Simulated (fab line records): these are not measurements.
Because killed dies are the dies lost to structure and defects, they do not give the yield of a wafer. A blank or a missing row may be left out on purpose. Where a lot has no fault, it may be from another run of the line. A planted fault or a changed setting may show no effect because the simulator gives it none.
A lot that was struck, set against a sound lot ; flow nand harc ; 17 out of 1159 route steps
Sound: the wafers L775.1, L775.2, L775.4. Struck: wafers L772.1, L772.5 (left out: L772.2, a lot-mate that was not struck); the cause follows at the end.
Order at every step that has rows: each side's tool, ch and its chambers, its first start. Under that, the readings that differ: sound wafers ; struck wafers ; difference of the means ; sigmas: that difference in standard deviations of wafers without a fault.
alike: readings with means less than 2 such deviations apart, plus words and numbers identical on both sides. not compared: withheld readings, readings lacking a value on some wafer, bounds such as >300 that could conceal the same value, and numbers that have no deviation in the record and whose values overlap.
A row with sigmas, a row that says differs or no value, or rows on one side alone: a step with any of these is where the two part. Non-overlapping numbers with no deviation appear without sigmas and do not part them. Lack of a reading on every wafer of one side parts them only where that side has two or more wafers.

NHARC_A_M0_OVL_MEAS_10: pitch 160 nm.
  sound on overlay-01, day 20 20:11; struck on overlay-02, day 19 21:55
reading;sound;struck;difference;sigmas
overlay y nm (nm);-1.0 -0.6 -0.9;1.4 1.0;+2.0;+3
  alike: overlay x nm
NHARC_A_M0_INSPECT_11:
  sound on defect inspect-02, day 20 20:13; struck on defect inspect-02, day 19 21:58
  alike: raw defect count
NHARC_A_M0_DESCUM_14: chemistry O2, time 3 s.
  sound on rie diel-05 ch 0,2,3, day 20 20:17; struck on rie diel-10 ch 3, day 19 22:01
  alike: drypump motor current A, mfc ar sccm, o2 flow sccm, oes product au, rf vpp V, showerhead plenum p Torr, throttle valve pct
  not compared: rf hours counter h
NHARC_A_M0_ETCH_34: etches the open film in N2/H2, target depth 40 nm, overetch 12 nm, time 43.94 s.
  sound on rie diel-05 ch 0,1,3, day 20 20:22; struck on rie diel-10 ch 0, day 19 22:06
  alike: drypump motor current A, mfc ar sccm, oes product au, rf vpp V, showerhead plenum p Torr, throttle valve pct
  not compared: rf hours counter h
NHARC_A_M0_ETCH_15: etches the open film in C4F8/Ar, target depth 150 nm, overetch 15 nm, time 82.5 s.
  sound on rie diel-05 ch 1,2,3; struck on rie diel-10 ch 3
  alike: oes product au, rf vpp V
  not compared: rf hours counter h
NHARC_A_M0_CD_MEAS_16:
  sound on cd sem-02, day 20 20:35; struck on cd sem-03, day 19 22:19
  alike: cd nm
NHARC_A_M0_STRIP_18: strips in N2/H2.
  sound on rie diel-07 ch 0,1,2, day 20 20:40; struck on rie diel-10 ch 0,3, day 19 22:27
  alike: drypump motor current A, mfc ar sccm, oes product au, rf vpp V, showerhead plenum p Torr, throttle valve pct
  not compared: rf hours counter h
then, 5 steps without rows for these wafers: NHARC_A_M0_STRIP_19 (strips in post etch residue remover, time 600 s); NHARC_A_M0_DEGAS_28 (time 60 s); NHARC_A_M0_PRE_CLEAN_29 (time 30 s); NHARC_A_M0_PVD_20 (deposits TaN, target thk 5 nm, time 8.06 s); NHARC_A_M0_PVD_21 (deposits Cu, target thk 30 nm, time 20.49 s).
NHARC_A_M0_ECD_22: material Cu, target thk 400 nm.
  sound on ecd cu-01 ch 0,1, day 20 21:35; struck on ecd cu-02 ch 0,1, day 19 23:33
NHARC_A_M0_ANNEAL_30: time 90 s.
  sound on rtp anneal-01 ch 0, day 20 21:57; struck on rtp anneal-02 ch 0, day 19 23:56
reading;sound;struck;difference;sigmas
wafer_temp_C_max;226.14 226.31 226.48;225.98 225.34;-0.65;-3
NHARC_A_M0_CMP_23: polishes, t overpolish 20 s, target thk 113.75 nm.
  sound on cmp-03 ch 1,2,3, day 20 22:18; struck on cmp-03 ch 0,2, day 20 00:19
reading;sound;struck;difference;sigmas
time to endpoint s (s);33.1 30.6 33.2;51.5 51.6;+19.2;+7
  alike: edge zone pressure frac, motor current A, slurry filter dp kPa, slurry flow ml min
NHARC_A_M0_THK_MEAS_24: measures by xrf.
  sound on film metro-01, day 20 22:37; struck on film metro-01, day 20 00:35
  alike: thk nm
NHARC_END_SORT_01:
  sound on prober-01 ch 0, day 22 13:47; struck on prober-01 ch 0, day 21 17:22
  alike: defect limited yield, killed at array, killed at other, killed at periphery, killed dies, killed open, killed short, sort_bin_2_pct, sort_bin_3_pct, sort_bin_4_pct, sort n pass, sort rim yield pct, sort yield pct

== WHERE THEY PART ==
First at NHARC_A_M0_OVL_MEAS_10; last, within this record, at NHARC_A_M0_CMP_23. Later steps at which nothing parts them and some readings are alike: NHARC_A_M0_THK_MEAS_24, NHARC_END_SORT_01.

WHY: what the simulator had put in
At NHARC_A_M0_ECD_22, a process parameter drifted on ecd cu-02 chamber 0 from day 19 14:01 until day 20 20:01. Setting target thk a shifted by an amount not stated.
